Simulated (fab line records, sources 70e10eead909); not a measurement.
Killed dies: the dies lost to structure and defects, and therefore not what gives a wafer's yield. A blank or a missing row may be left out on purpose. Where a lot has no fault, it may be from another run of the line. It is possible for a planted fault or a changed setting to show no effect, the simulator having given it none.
Which tool did it?    flow nand harc    6 lots, 18 wafers sampled, at 4 steps of a route of 1159

WHAT THE GAUGES READ, wafer by wafer
NHARC_P_M0_CD_MEAS_09: target cd 90 nm.
lot   measured      on         cd nm (nm)
L344  day 6 09:53   cd sem-02  90.1 89.6 91.7
L348  day 6 20:41   cd sem-01  90.8 89.7 90.6
L349  day 7 00:36   cd sem-02  90.7 89.5 90.4
L358  day 8 21:07   cd sem-01  91.5 90.8 89.9
L363  day 10 13:07  cd sem-02  90.9 91.5 90.5
L365  day 11 02:52  cd sem-03  91.8 90.6 91.5

EACH LOT AND THE TOOL THAT RAN IT (in order: tool; ch and the chambers of the sampled wafers; start)
lot   NHARC_P_CONTACT_CMP_01         NHARC_P_CONTACT_ALD_22               NHARC_P_M0_SOFTBAKE_04
L344  cmp-04 ch 0,2,3, day 5 22:26   ald metal-02 ch 0,1,3, day 6 01:19   litho track-06 ch 0, day 6 09:00
L348  cmp-01 ch 0,1, day 6 09:54     ald metal-03 ch 1,2, day 6 12:43     litho track-01 ch 0, day 6 20:00
L349  cmp-01 ch 2,3, day 6 17:47     ald metal-02 ch 1,2,3, day 6 20:39   litho track-06 ch 0, day 7 00:00
L358  cmp-01 ch 0,2,3, day 8 16:17   ald metal-04 ch 0,1,3, day 8 19:07   litho track-04 ch 0, day 8 20:00
L363  cmp-01 ch 2,3, day 10 06:59    ald metal-02 ch 0,1,3, day 10 09:51  litho track-06 ch 0, day 10 12:00
L365  cmp-01 ch 0,1,3, day 10 21:22  ald metal-03 ch 0,1, day 11 00:35    litho track-01 ch 0, day 11 02:00
- NHARC_P_CONTACT_CMP_01: polishes SiO2, target thk 200 nm.
- NHARC_P_CONTACT_ALD_22: deposits TiN, target thk 3 nm, pulse time 1 s, ald cycles 150.
- NHARC_P_M0_SOFTBAKE_04: time 55 s.

THE ANSWER, worked out from the rows above alone
Rule: the usual values come from the lots themselves. The widest of any qualifying gaps counts: lots, ordered by their means at a reading, are off when they make up no more than a third of the lots, leave a main group of 4 or more, and stand apart from it by 3 or more times the standard deviation of that group's means. The tables above print the reading to a certain number of digits; a main group whose means all agree to those digits is not used. Also off: a lot with no number at a reading for which 4 or more lots have one. The other lots that the step has rows for count as sound.
No lot is off at any reading shown: from this, nothing can be told.

WHAT HAD BEEN PUT IN BY THE SIMULATOR
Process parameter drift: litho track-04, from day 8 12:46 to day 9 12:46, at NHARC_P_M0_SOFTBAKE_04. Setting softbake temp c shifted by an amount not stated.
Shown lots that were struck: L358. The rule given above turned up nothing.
